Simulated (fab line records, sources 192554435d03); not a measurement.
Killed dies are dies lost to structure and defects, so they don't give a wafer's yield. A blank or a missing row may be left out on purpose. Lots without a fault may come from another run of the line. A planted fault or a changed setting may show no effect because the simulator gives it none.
Chamber matching | flow n5_finfet | N5_BEOL_M0_SAQP_SPACER2_ALD_26 on ald_sin-01: 4 sister chambers
The step deposits SiO2, target thk 15 nm, pulse time 1 s, purge time 2 s. 8 wafers are shown with their chamber, then 12 later ones without.

WAFERS WITH THEIR CHAMBER
wafer  | chamber | heater_power_w (W) | heater_power_outer_w (W)
L078.3 | 2       | 488                | 256
L079.6 | 1       | 447                | 275
L082.1 | 0       | 457                | 247
L082.3 | 3       | 410                | 225
L082.6 | 3       | 410                | 226
L086.4 | 0       | 462                | 249
L086.5 | 1       | 451                | 275
L086.6 | 2       | 491                | 260

WAFERS WITHOUT THEIR CHAMBER
wafer  | heater_power_w (W) | heater_power_outer_w (W)
L087.3 | 418                | 228
L087.4 | 454                | 274
L087.6 | 468                | 246
L091.1 | 445                | 249
L091.3 | 418                | 229
L091.6 | 410                | 232
L095.2 | 443                | 266
L095.4 | 486                | 254
L095.6 | 480                | 263
L097.2 | 482                | 265
L097.3 | 447                | 276
L097.5 | 450                | 274

WHICH CHAMBER EACH WENT THROUGH
wafer  | from the rows above | in truth
L087.3 | 3                   | 3
L087.4 | 1                   | 1
L087.6 | 0                   | 0
L091.1 | 0                   | 0
L091.3 | 3                   | 3
L091.6 | 3                   | 3
L095.2 | 1                   | 1
L095.4 | 2                   | 2
L095.6 | 2                   | 2
L097.2 | 2                   | 2
L097.3 | 1                   | 1
L097.5 | 1                   | 1
Placed correctly: 12 of 12. Can't be placed from these rows: 0. Placed wrongly: 0.
How it was worked out, from the rows above alone: a wafer's distance from a chamber is the root of the sum, over the readings, of the square of ((its reading less the chamber's mean) divided by the reading's scatter). The wafer belongs to the nearest chamber; if the next one is less than 2 further off, it can't be placed. A chamber's mean is the mean of its shown wafers. The scatter: the root of (the sum of the squares of (reading less its chamber's mean) over the shown wafers, divided by (wafers less chambers)).
